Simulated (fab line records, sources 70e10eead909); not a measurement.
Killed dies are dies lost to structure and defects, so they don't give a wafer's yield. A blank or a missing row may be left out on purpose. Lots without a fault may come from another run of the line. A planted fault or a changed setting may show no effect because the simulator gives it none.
fab line records | flow nand_harc
record lots=6 wafers=18 last_day=33
route steps=1302 shown A_STAIRCASE@733 END@1302
lots that met no fault: from a run of the same line without faults
start_h: hours from the record's first day to the start of the lot's first wafer shown | wait_h: hours since the lot's step before | " the same as in the row above | L1.1+2: a row that stands for several wafers | - no value, or no start given | * or withheld: withheld | < > ~ a bound
route shown NAME@n: a module of which the file shows steps, and the number in the route of the first | usual: mean/standard deviation of fault-free wafers | same: alike in all rows | chamber/n: place in a boat | sites: the reading at each site | _std_site: their standard deviation | _edge_site: outer sites' mean less inner sites' | radius_mm: how far each site lies from the wafer's centre | mask NAME#n: copy n | behind: the tool/chamber that last shaped the wafer | hold: why the lot was held/for how many hours/how that ended | device: the transistor (n, p or np) that didn't switch | end of line: the same wafers' tests at the end of the route | a step without rows: its recipe alone | killed: dies lost to structure and defects at the first sort, not the wafer's yield | map: a wafer's dies, x killed, . not, _ none there
set.NAME: the setting as run; set.NAME@STEP: as run at that earlier step | model.NAME: the simulator's own value behind a step, which no gauge read
lots at some steps of the route; a table a step, a row a wafer
services: from which hour (start_h, from the record's first day; less than 0 if before it) a tool's chamber was out of use, for how many hours, and why
## steps
# step NHARC_A_STAIRCASE_DESCUM_219
# recipe time_s=3 o2_flow_sccm=200 ar_flow_sccm=0 bias_power_w=0 chemistry=O2
# usual drypump_motor_current_A=5.9/0.46 o2_flow_sccm=200.0/0.53 oes_product_au=1.001/0.0091 rf_vpp_V=57.6/0.84 showerhead_plenum_p_Torr=1.89/0.092 throttle_valve_pct=11.311/0.0097
# columns lot.wafer tool chamber start_h wait_h drypump_motor_current_A o2_flow_sccm oes_product_au rf_hours_counter_h rf_vpp_V showerhead_plenum_p_Torr throttle_valve_pct
L531.3 rie_diel-07 0 425.03 - 5.6 199.5 1.001 38 57.0 1.80 11.308
L531.2 " 2 " " 5.9 200.9 0.985 36 55.8 1.80 11.302
L531.5 " 0 " " 5.6 199.7 0.993 - 56.5 1.80 11.322
L533.3 rie_diel-07 0 438.88 - 5.6 200.1 0.997 44 58.2 1.80 11.329
L533.6 " 0 " " 5.6 200.9 0.992 - 56.9 1.80 11.305
L533.5 " 1 " " 6.1 201.3 1.000 - 57.9 1.96 11.311
L539.4 rie_diel-07 1 498.25 - 6.1 200.3 1.007 5 58.4 1.95 11.321
L539.1 " 0 " " 5.6 199.6 0.997 6 57.5 1.79 11.307
L539.5 " 2 " " 5.9 199.9 0.995 - 57.2 1.80 11.298
L543.3 rie_diel-10 1 530.30 - 6.4 199.6 1.002 38 58.3 1.81 11.307
L543.2 " 2 " " 6.2 199.7 1.004 42 59.2 2.04 11.312
L543.6 " 1 " " 6.4 198.8 1.012 - 56.3 1.81 11.305
L546.1 rie_diel-03 1 571.12 - 6.2 200.6 1.002 32 56.9 2.07 11.320
L546.2 " 2 " " 5.2 200.6 0.999 36 55.0 1.98 11.311
L546.6 " 1 " " 6.2 200.8 0.998 - 57.6 2.07 11.304
L547.2 rie_diel-07 2 575.96 - 6.0 200.1 0.998 25 57.3 1.79 11.306
L547.6 " 3 " " 6.3 199.7 1.003 - 57.7 1.96 11.310
L547.4 " 1 " " 6.1 199.3 1.004 - 57.0 1.94 11.315
# step NHARC_A_STAIRCASE_TRIM_220
# recipe time_s=211.2 o2_flow_sccm=500 ar_flow_sccm=0 bias_w=0 chemistry=O2
# step NHARC_A_STAIRCASE_ETCH_221
# recipe target_depth_a=1000 time_s=40.5 ion_energy_ev=400 c4f8_flow_sccm=20 o2_flow_sccm=10 ar_flow_sccm=withheld rf_w=600 bias_w=1000 chemistry=C4F8/O2
# step NHARC_A_STAIRCASE_TRIM_222
# recipe time_s=211.2 o2_flow_sccm=500 ar_flow_sccm=0 bias_w=0 chemistry=O2
# step NHARC_A_STAIRCASE_ETCH_223
# recipe target_depth_a=1000 time_s=40.5 ion_energy_ev=400 c4f8_flow_sccm=20 o2_flow_sccm=10 ar_flow_sccm=withheld rf_w=600 bias_w=1000 chemistry=C4F8/O2
# usual oes_product_au=0.945/0.012 rf_vpp_V=894/5.7
# columns lot.wafer tool chamber start_h wait_h oes_product_au rf_hours_counter_h rf_vpp_V
L531.3 rie_diel-03 3 - - 0.955 45 890
L531.2 " 1 " " 0.934 37 887
L531.5 " 0 " " 0.942 - 891
L533.3 rie_diel-07 2 - - 0.935 44 889
L533.5 " 0 " " 0.938 - 888
L533.6 " 1 " " 0.942 - 898
L539.1 rie_diel-07 0 - - 0.951 6 888
L539.4 " 3 " " 0.961 6 901
L539.5 " 0 " " 0.956 - 889
L543.2 rie_diel-10 3 - - 0.949 43 897
L543.3 " 0 " " 0.947 29 897
L543.6 " 2 " " 0.941 - 905
L546.2 rie_diel-03 1 - - 0.932 33 905
L546.1 " 2 " " 0.936 36 900
L546.6 " 3 " " 0.943 - 890
L547.2 rie_diel-07 1 - - 0.952 28 897
L547.4 " 3 " " 0.955 - 901
L547.6 " 1 " " 0.955 - 897
# step NHARC_A_STAIRCASE_TRIM_224
# recipe time_s=211.2 o2_flow_sccm=500 ar_flow_sccm=0 bias_w=0 chemistry=O2
# usual drypump_motor_current_A=5.8/0.46 o2_flow_sccm=500.1/1.6 oes_product_au=1.002/0.0094 rf_vpp_V=57.6/0.88 showerhead_plenum_p_Torr=3.49/0.15 throttle_valve_pct=17.037/0.0095
# columns lot.wafer tool chamber start_h wait_h drypump_motor_current_A o2_flow_sccm oes_product_au rf_hours_counter_h rf_vpp_V showerhead_plenum_p_Torr throttle_valve_pct
L531.3 rie_diel-03 2 - - 5.2 500.7 0.990 46 57.0 3.67 17.029
L531.2 " 1 " " 6.2 501.7 1.018 37 58.6 3.27 17.034
L531.5 " 3 " " 5.4 499.2 1.003 - 57.0 3.37 17.056
L533.3 rie_diel-07 3 - - 6.3 500.5 1.000 46 58.6 3.64 17.051
L533.6 " 0 " " 5.6 502.2 0.997 - 57.9 3.33 17.038
L533.5 " 1 " " 6.1 499.4 1.000 - 58.2 3.60 17.039
L539.1 rie_diel-07 0 - - 5.5 497.2 0.998 6 56.5 3.32 17.058
L539.4 " 2 " " 5.9 501.9 1.003 5 57.6 3.33 17.033
L539.5 " 0 " " 5.6 499.3 0.998 - 56.3 3.32 17.033
L543.3 rie_diel-10 1 - - 6.4 499.8 1.006 38 56.8 3.35 17.024
L543.2 " 0 " " 5.6 498.7 1.006 29 58.2 3.53 17.053
L543.6 " 2 " " 6.1 501.9 1.002 - 59.2 3.75 17.052
L546.2 rie_diel-03 0 - - 6.3 501.1 0.992 30 56.7 3.38 17.046
L546.1 " 1 " " 6.2 498.7 1.010 33 56.8 3.79 17.030
L546.6 " 3 " " 5.3 501.0 1.001 - 57.6 3.35 17.049
L547.2 rie_diel-07 1 - - 6.1 498.2 1.004 28 57.6 3.58 17.032
L547.4 " 2 " " 5.9 499.7 0.990 - 57.7 3.32 17.037
L547.6 " 1 " " 6.1 500.1 1.004 - 56.8 3.58 17.033
# step NHARC_A_STAIRCASE_ETCH_225
# recipe target_depth_a=1000 time_s=40.5 ion_energy_ev=400 c4f8_flow_sccm=20 o2_flow_sccm=10 ar_flow_sccm=withheld rf_w=600 bias_w=1000 chemistry=C4F8/O2
# step NHARC_A_STAIRCASE_TRIM_226
# recipe time_s=211.2 o2_flow_sccm=500 ar_flow_sccm=0 bias_w=0 chemistry=O2
# usual drypump_motor_current_A=5.9/0.49 o2_flow_sccm=499.9/1.4 oes_product_au=1.000/0.0095 rf_vpp_V=57.7/0.9 showerhead_plenum_p_Torr=3.49/0.16 throttle_valve_pct=17.036/0.0097
# columns lot.wafer tool chamber start_h wait_h drypump_motor_current_A o2_flow_sccm oes_product_au rf_hours_counter_h rf_vpp_V showerhead_plenum_p_Torr throttle_valve_pct
L531.3 rie_diel-03 1 - - 6.2 500.9 1.011 37 56.3 3.27 17.039
L531.2 " 3 " " 5.4 499.0 0.994 45 59.3 3.37 17.026
L531.5 " 1 " " 6.2 498.2 1.017 - 56.5 3.27 17.014
L533.3 rie_diel-07 1 - - 6.1 501.3 0.991 42 58.0 3.60 17.050
L533.5 " 0 " " 5.6 498.9 0.995 - 58.8 3.33 17.033
L533.6 " 1 " " 6.1 500.1 0.996 - 57.7 3.60 17.031
L539.1 rie_diel-07 3 - - 6.3 500.3 1.019 6 58.5 3.63 17.041
L539.4 " 1 " " 6.1 498.9 1.009 5 57.8 3.59 17.042
L539.5 " 3 " " 6.3 501.8 1.005 - 57.8 3.63 17.031
L543.2 rie_diel-10 0 - - 5.5 500.5 0.993 30 57.3 3.53 17.041
L543.3 " 1 " " 6.4 501.0 1.003 38 57.5 3.35 17.039
L543.6 " 3 " " 4.6 499.9 0.997 - 58.5 3.54 17.036
L546.2 rie_diel-03 1 - - 6.2 499.9 1.010 33 59.4 3.79 17.050
L546.1 " 3 " " 5.4 499.6 1.012 34 57.3 3.35 17.035
L546.6 " 1 " " 6.2 499.3 1.005 - 56.9 3.79 17.028
L547.2 rie_diel-07 1 - - 6.1 499.4 1.014 28 58.1 3.58 17.034
L547.4 " 2 " " 6.0 499.9 0.989 - 58.2 3.32 17.035
L547.6 " 1 " " 6.1 499.4 0.999 - 58.6 3.58 17.044
# step NHARC_A_STAIRCASE_ETCH_227
# recipe target_depth_a=1000 time_s=40.5 ion_energy_ev=400 c4f8_flow_sccm=20 o2_flow_sccm=10 ar_flow_sccm=withheld rf_w=600 bias_w=1000 chemistry=C4F8/O2
# step NHARC_A_STAIRCASE_TRIM_229
# recipe time_s=211.2 o2_flow_sccm=500 ar_flow_sccm=0 bias_w=0 chemistry=O2
# step NHARC_A_STAIRCASE_ETCH_230
# recipe target_depth_a=1000 time_s=40.5 ion_energy_ev=400 c4f8_flow_sccm=20 o2_flow_sccm=10 ar_flow_sccm=withheld rf_w=600 bias_w=1000 chemistry=C4F8/O2
# usual oes_product_au=0.951/0.019 rf_vpp_V=895/5.4
# columns lot.wafer tool chamber start_h wait_h oes_product_au rf_hours_counter_h rf_vpp_V
L531.3 rie_diel-07 3 - - 0.921 43 899
L531.2 " 0 " " 0.921 42 889
L531.5 " 3 " " 0.928 - 900
L533.3 rie_diel-10 1 - - 0.957 3 890
L533.5 " 2 " " 0.967 - 906
L533.6 " 3 " " 0.975 - 898
L539.4 rie_diel-10 2 - - 0.965 30 904
L539.1 " 3 " " 0.958 32 897
L539.5 " 1 " " 0.977 - 890
L543.3 rie_diel-10 3 - - 0.936 43 897
L543.2 " 1 " " 0.952 38 888
L543.6 " 0 " " 0.943 - 896
L546.2 rie_diel-07 2 - - 0.963 25 887
L546.1 " 3 " " 0.966 27 900
L546.6 " 1 " " 0.968 - 899
L547.2 rie_diel-07 1 - - 0.955 28 899
L547.6 " 1 " " 0.951 - 897
L547.4 " 2 " " 0.936 - 887
# step NHARC_A_STAIRCASE_TRIM_231
# recipe time_s=211.2 o2_flow_sccm=500 ar_flow_sccm=0 bias_w=0 chemistry=O2
# usual drypump_motor_current_A=5.8/0.51 o2_flow_sccm=500.1/1.5 oes_product_au=1.002/0.011 rf_vpp_V=57.6/0.91 showerhead_plenum_p_Torr=3.50/0.15 throttle_valve_pct=17.037/0.0097
# columns lot.wafer tool chamber start_h wait_h drypump_motor_current_A o2_flow_sccm oes_product_au rf_hours_counter_h rf_vpp_V showerhead_plenum_p_Torr throttle_valve_pct
L531.2 rie_diel-07 1 431.65 - 6.1 498.1 0.990 39 58.7 3.60 17.027
L531.3 " 0 " " 5.6 500.9 0.992 42 56.5 3.34 17.034
L531.5 " 1 " " 6.1 500.7 0.987 - 58.6 3.60 17.050
L533.3 rie_diel-10 1 440.52 - 6.4 504.8 1.010 3 58.0 3.37 17.043
L533.6 " 3 " " 4.6 499.8 1.006 - 59.0 3.56 17.052
L533.5 " 0 " " 5.6 499.0 1.014 - 58.0 3.54 17.053
L539.1 rie_diel-10 3 499.65 - 4.7 499.7 1.200 32 57.2 3.54 17.011
L539.4 " 1 " " 6.5 499.7 1.011 27 57.2 3.36 17.041
L539.5 " 3 " " 4.6 499.4 1.006 - 57.1 3.54 17.044
L543.3 rie_diel-10 3 531.70 - 4.6 497.6 0.988 43 57.5 3.54 17.045
L543.2 " 0 " " 5.6 498.9 1.181 30 56.6 3.53 17.016
L543.6 " 1 " " 6.4 499.3 1.192 - 58.4 3.35 17.038
L546.1 rie_diel-07 2 572.62 - 6.0 500.6 0.995 25 58.2 3.32 17.042
L546.2 " 3 " " 6.3 499.4 1.010 27 59.3 3.62 17.043
L546.6 " 2 " " 6.0 502.4 0.996 - 58.2 3.32 17.044
L547.2 rie_diel-07 3 577.54 - 6.3 498.6 1.010 28 58.0 3.62 17.029
L547.6 " 3 " " 6.3 502.4 1.013 - 57.5 3.62 17.033
L547.4 " 2 " " 6.0 500.2 0.997 - 57.5 3.32 17.030
# step NHARC_A_STAIRCASE_ETCH_232
# recipe target_depth_a=1000 time_s=40.5 ion_energy_ev=400 c4f8_flow_sccm=20 o2_flow_sccm=10 ar_flow_sccm=withheld rf_w=600 bias_w=1000 chemistry=C4F8/O2
# step NHARC_END_SORT_01
# recipe temp_c=25
# usual killed_at_array=59/20 killed_at_other=0.8/1 killed_at_periphery=3.2/2.1 killed_dies=63/21 killed_open=3.0/1.9 killed_short=2.3/1.5
# same gross_dies=677
# columns lot.wafer tool chamber start_h wait_h hold killed_at_array killed_at_other killed_at_periphery killed_dies killed_open killed_short
L531.2 prober-01 0 638.29 2.8 - 69 0 1 70 4 3
L531.3 prober-01 0 639.08 3.1 - 69 0 3 72 1 1
L531.5 prober-01 0 640.68 3.7 - 57 1 3 61 1 3
L533.3 prober-02 0 639.10 3.1 - 71 0 4 75 0 4
L533.5 prober-02 0 640.68 3.7 - 62 0 2 64 2 0
L533.6 prober-02 0 641.47 3.9 - 77 0 3 80 4 0
L539.1 prober-01 0 701.43 2.5 await_dispo/2.7h/release 544 0 6 550 2 0
L539.4 prober-01 0 703.84 3.4 await_dispo/2.7h/release 66 0 3 69 3 4
L539.5 prober-01 0 704.64 3.7 await_dispo/2.7h/release 67 1 1 69 4 2
L543.2 prober-01 0 744.98 2.8 await_dispo/4.2h/release 613 3 3 619 5 5
L543.3 prober-01 0 745.78 3.1 await_dispo/4.2h/release 82 2 1 85 6 1
L543.6 prober-01 0 748.20 4.0 await_dispo/4.2h/release 576 0 5 581 5 2
L547.2 prober-01 0 780.47 2.8 - 73 0 6 79 3 2
L547.4 prober-01 0 782.07 3.4 - 60 1 3 64 1 4
L547.6 prober-01 0 783.66 4.0 - 66 0 4 70 3 2
L546.1 prober-01 0 787.49 2.5 - 52 1 1 54 2 2
L546.2 prober-01 0 788.29 2.8 - 54 1 7 62 2 3
L546.6 prober-01 0 791.50 4.0 - 47 0 2 49 3 2
# killed by level:class
L531.2 A_SLIT:chamber_film_flake=31 A_CHANNEL_HOLE_D1:chamber_film_flake=10 A_CHANNEL_HOLE_D2:chamber_film_flake=7 A_CONTACT:chamber_film_flake=7 A_STAIRCASE:chamber_film_flake=2 A_WL_FILL:chamber_film_flake=2 A_SOURCE_PLATE:geometric_particle:open=1 A_ONON_D2:geometric_particle:short=1
L531.3 A_SLIT:chamber_film_flake=35 A_CHANNEL_HOLE_D2:chamber_film_flake=15 A_CONTACT:chamber_film_flake=6 A_STAIRCASE:chamber_film_flake=5 A_CHANNEL_HOLE_D1:chamber_film_flake=3 A_SGD_CUT:chamber_film_flake=3 P_CONTACT:geometric_particle:open=1 A_ONON_D2:geometric_particle:short=1
L533.3 A_SLIT:chamber_film_flake=34 A_CHANNEL_HOLE_D2:chamber_film_flake=19 A_CHANNEL_HOLE_D1:chamber_film_flake=7 A_STAIRCASE:chamber_film_flake=4 A_CHANNEL_FILL_D2:geometric_particle:short=2 A_WL_FILL:geometric_particle:short=2 P_M2:chamber_film_flake=2 A_CONTACT:chamber_film_flake=2
L531.5 A_SLIT:chamber_film_flake=30 A_CHANNEL_HOLE_D2:chamber_film_flake=7 A_CONTACT:chamber_film_flake=7 A_CHANNEL_HOLE_D1:chamber_film_flake=4 A_SGD_CUT:chamber_film_flake=4 A_WL_FILL:chamber_film_flake=2 P_M0:geometric_particle:short=1 P_M2:geometric_particle:short=1
L533.5 A_SLIT:chamber_film_flake=33 A_CHANNEL_HOLE_D2:chamber_film_flake=17 A_CHANNEL_HOLE_D1:chamber_film_flake=7 A_CONTACT:chamber_film_flake=2 P_GATE:geometric_particle:open=1 A_CONTACT:geometric_particle:open=1 P_ZERO_WELL:chamber_film_flake=1 A_CHANNEL_FILL_D2:chamber_film_flake=1
L533.6 A_SLIT:chamber_film_flake=35 A_CHANNEL_HOLE_D2:chamber_film_flake=27 A_ZERO_WELL:chamber_film_flake=4 A_CONTACT:chamber_film_flake=4 A_STAIRCASE:chamber_film_flake=3 P_CONTACT:geometric_particle:open=2 P_M0:geometric_particle:open=1 A_CHANNEL_HOLE_D2:geometric_particle:open=1
L539.1 A_STAIRCASE:area_trim=479 A_CHANNEL_HOLE_D1:chamber_film_flake=29 A_CHANNEL_HOLE_D2:chamber_film_flake=22 A_CONTACT:chamber_film_flake=8 P_GATE:chamber_film_flake=3 P_M0:chamber_film_flake=2 A_SLIT:chamber_film_flake=2 A_CHANNEL_FILL_D2:geometric_particle:open=1
L539.4 A_CHANNEL_HOLE_D1:chamber_film_flake=27 A_CHANNEL_HOLE_D2:chamber_film_flake=19 A_CONTACT:chamber_film_flake=6 A_SLIT:chamber_film_flake=4 A_SGD_CUT:geometric_particle:short=2 P_M0:chamber_film_flake=2 A_CHANNEL_FILL_D1:chamber_film_flake=2 A_CHANNEL_HOLE_D1:geometric_particle:short=1
L539.5 A_CHANNEL_HOLE_D1:chamber_film_flake=28 A_CHANNEL_HOLE_D2:chamber_film_flake=20 A_CONTACT:chamber_film_flake=6 A_SLIT:chamber_film_flake=4 A_CHANNEL_FILL_D1:geometric_particle:open=2 A_CHANNEL_FILL_D1:chamber_film_flake=2 A_WL_FILL:chamber_film_flake=2 A_DECK1_JOINT:geometric_particle:short=1
L543.2 A_STAIRCASE:area_trim=538 A_SLIT:chamber_film_flake=31 A_CHANNEL_HOLE_D2:chamber_film_flake=15 A_CHANNEL_HOLE_D1:chamber_film_flake=14 A_STAIRCASE:chamber_film_flake=3 A_CONTACT:chamber_film_flake=3 A_ONON_D2:geometric_particle:open=2 THIN_TSV:chamber_film_flake=2
L543.3 A_SLIT:chamber_film_flake=29 A_CHANNEL_HOLE_D1:chamber_film_flake=21 A_CHANNEL_HOLE_D2:chamber_film_flake=17 A_CONTACT:chamber_film_flake=3 A_ZERO_WELL:chamber_film_flake=2 A_STAIRCASE:chamber_film_flake=2 THIN_TSV:chamber_film_flake=2 P_GATE:geometric_particle:open=1
L543.6 A_STAIRCASE:area_trim=486 A_SLIT:chamber_film_flake=33 A_CHANNEL_HOLE_D1:chamber_film_flake=24 A_CHANNEL_HOLE_D2:chamber_film_flake=19 A_CONTACT:chamber_film_flake=4 A_STAIRCASE:chamber_film_flake=3 P_CONTACT:geometric_particle:short=1 P_M0:geometric_particle:open=1
L547.2 A_CHANNEL_HOLE_D2:chamber_film_flake=29 A_CHANNEL_HOLE_D1:chamber_film_flake=19 A_SLIT:chamber_film_flake=9 A_CONTACT:chamber_film_flake=8 P_GATE:chamber_film_flake=6 A_CHANNEL_FILL_D2:geometric_particle:open=2 A_STAIRCASE:chamber_film_flake=2 A_CHANNEL_FILL_D1:geometric_particle:short=1
L547.4 A_CHANNEL_HOLE_D2:chamber_film_flake=25 A_CHANNEL_HOLE_D1:chamber_film_flake=19 A_SLIT:chamber_film_flake=5 A_CONTACT:chamber_film_flake=5 P_STI:geometric_particle:short=1 A_ONON_D1:geometric_particle:open=1 A_ONON_D2:geometric_particle:short=1 A_M0:geometric_particle:short=1
L547.6 A_CHANNEL_HOLE_D2:chamber_film_flake=32 A_CHANNEL_HOLE_D1:chamber_film_flake=11 A_SLIT:chamber_film_flake=9 A_CONTACT:chamber_film_flake=5 A_STAIRCASE:chamber_film_flake=3 A_ONON_D2:geometric_particle:open=2 P_GATE:geometric_particle:open=1 A_CHANNEL_FILL_D2:geometric_particle:short=1
L546.1 A_SLIT:chamber_film_flake=24 A_CHANNEL_HOLE_D1:chamber_film_flake=14 A_CONTACT:chamber_film_flake=6 A_CHANNEL_HOLE_D2:chamber_film_flake=2 P_M0:geometric_particle:open=1 A_SGD_CUT:geometric_particle:short=1 A_WL_FILL:geometric_particle:short=1 A_WL_FILL:geometric_particle:open=1
L546.2 A_SLIT:chamber_film_flake=30 A_CHANNEL_HOLE_D1:chamber_film_flake=9 A_CONTACT:chamber_film_flake=4 P_GATE:chamber_film_flake=3 P_ZERO_WELL:chamber_film_flake=2 A_BLC:chamber_film_flake=2 P_M2:geometric_particle:short=1 A_ONON_D1:geometric_particle:short=1
L546.6 A_SLIT:chamber_film_flake=22 A_CHANNEL_HOLE_D1:chamber_film_flake=11 A_CONTACT:chamber_film_flake=4 A_STAIRCASE:chamber_film_flake=3 P_STI:geometric_particle:short=1 A_ONON_D2:geometric_particle:open=1 A_WL_FILL:geometric_particle:open=1 A_WL_FILL:geometric_particle:short=1
# map L539.1 (x killed, . not)
____________x____________
_________xxxxxxx_________
_______xxxxxxxxxxx_______
______xxxxxxxxxxxxx______
_____xxx..x.xxxxxxxx_____
____xxxxxxxxxxxxxxxxx____
____xxxx.x.xx.xxxxxxx____
___xxxxxxx..x.x.xxxxxx___
___xxxxx.xx.x..xxxxxxx___
__xxxxxxx.......x.xxxxx__
__xxxxxx..xx..x..xxxxxx__
_xxxxxxxx.x....x.xxxxxxx_
_xxxxxxxx........xxxxxxx_
_xxxxxxxx....x.x.x..xxxx_
_xxx.xxxx.x...x....xxxxx_
_xxxxxx..xx...xxxx.xxxxx_
xxxxxxx.xxx..xx.xxx.xxxxx
xxxxxxxx.xxx..x...x.xxxxx
xxxxxxxxxx..x..x..x..xxxx
xxxxxxxxx.x........xxxxxx
xxxxxxxxx.xx......xxxxxxx
_xxxxxxxxxx...xx.x.xxxxx_
_xxxxxxxxxx....xx.xxxxxx_
_xxxxxxxxxx..xxx..xxxxxx_
_xxxx.xx.xx.x.x.xxxxxxxx_
_xxxxxxxxxxx.xxxxxxxxxxx_
__xxxxx.x.xx.xxxxxxxxxx__
__xxxxxxxxx..xxx.xxxxxx__
___xxxxxxxxxxxxxxxxxxx___
___xxxxxxxxxxxxxxxxxxx___
____xxxxxxxxxxxxxxxxx____
____xxxxxxxxxxxxxxxxx____
_____xxxxxxxxxxxxxxx_____
______xxxxxxxxxxxxx______
_______xxxxxxxxxxx_______
_________xxxxxxx_________
____________x____________
# map L543.2 (x killed, . not)
____________.____________
_________x.xx.x._________
_______xxx...xxxxx_______
______.xxxxxxxxxx..______
_____xx.x.xxxxx.xxx._____
____xxxxxxxxxxx.xxxxx____
____xx.xxxxxxxxxxxxxx____
___xxxxxxxxxxxxxxx..xx___
___xxxxxxxxxxxxxxxxxxx___
__xxxxxxxxxxxxxxxxxxxxx__
__xxxxxxxxxxxxxxxxxxxx.__
_.xxxxxxxxxxxxxxxxxxxxx._
_xxxxxxxxxxxxxxxxxxxxxx._
_xxxxxxxxxxxxxxxxxxxxxxx_
_xxxxxxxxxxxxxxxxxxxxxxx_
_xxxxxxxxxxxxxxxxxxxxxxx_
.xx..xxxxxxxxxxxxxxxxxxx.
.xxx.xxxxxxxxxxxxxxxxxxx.
..xxxxxxxxxxxxxxxxxxxxxx.
.xxxxxxxxxxxxxxxxxxxxxxxx
..xxxxxxxxxxxxxxxxxxx.x.x
_xxxxxxxxxxxxxxxxxxxxxxx_
_.xxxxxxxxxxxxxxxxxxxx.._
_.xxxxxxxxxxxxxxxxxxxxxx_
_.xxxxxxxxxxxxxxxxxxxxxx_
_xxxxxxxxxxxxxxxxxxxxxxx_
__.xxxxxxxxxxxxxxxxxx.x__
__xx.xxxxxxxxxxxxx.xxx.__
___.xxxxxxxxxxxxxxxxxx___
___xxxxxxxxxxxxxxxxxxx___
____xxxxxxxxxxxxxxx.x____
____xxxxxxxxxxxxx.xx.____
_____xxxxxxxxxxxxx.x_____
______xxxxxx.xxxxx.______
_______x.xxxxxxxxx_______
_________xxxx..x_________
____________.____________
## services
# columns tool chamber start_h hours kind
rie_diel-07 0 401.96 - clean
rie_diel-07 1 401.96 - clean
rie_diel-07 2 401.96 - clean
rie_diel-07 3 401.96 - clean
rie_diel-03 1 410.31 14.5 repair
rie_diel-10 - 421.40 9.0 pm
rie_diel-07 0 450.50 - clean
rie_diel-07 1 450.50 - clean
rie_diel-07 2 450.50 - clean
rie_diel-07 3 450.50 - clean
rie_diel-10 0 456.59 16.1 repair
rie_diel-03 - 461.93 9.0 pm
rie_diel-07 - 471.69 9.0 pm
rie_diel-07 0 471.69 9.0 vent_cycle
rie_diel-07 1 471.69 9.0 vent_cycle
rie_diel-07 2 471.69 9.0 vent_cycle
rie_diel-07 3 471.69 9.0 vent_cycle
rie_diel-07 0 480.69 - clean
rie_diel-07 1 480.69 - clean
rie_diel-07 2 480.69 - clean
rie_diel-07 2 480.69 - consumable_replace:focus_ring
rie_diel-07 3 480.69 - clean
rie_diel-10 - 485.03 0.4 repair
rie_diel-07 0 571.79 18.5 repair
## key
first_sign step=NHARC_A_STAIRCASE_TRIM_231 reading=oes_product_au direction=up sigmas=17 usual=1.002 struck=1.191
effect step=NHARC_END_SORT_01 reading=killed_at_array direction=up sigmas=25 usual=59 struck=578
more_kills_born_at NHARC_A_STAIRCASE_TRIM_231@rie_diel-10=1503
met_at NHARC_A_STAIRCASE_TRIM_231
struck_wafers L539.1,L543.2,L543.6
later_rows_left_out L539.1,L543.2,L543.6
tester_left_out L539,L543
onset_between 440.52 499.65
fault kind=process_parameter_drift tool=rie_diel-10 chamber=- onset_h=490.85 steps=NHARC_A_STAIRCASE_TRIM_231 channel=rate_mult offset=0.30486 shape=step end_h=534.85 scope=struck_wafers_only
# tester_left_out: of these lots the tester's yield and bins aren't shown, on N5 and GAA mostly nor the transistor test; their killed dies are dies lost to structure and defects alone, not to doping, threshold or leakage, so they don't give the yield
# later_rows_left_out: the simulator's readings of these wafers behind a module that went badly wrong aren't trusted and aren't shown, but for the sort
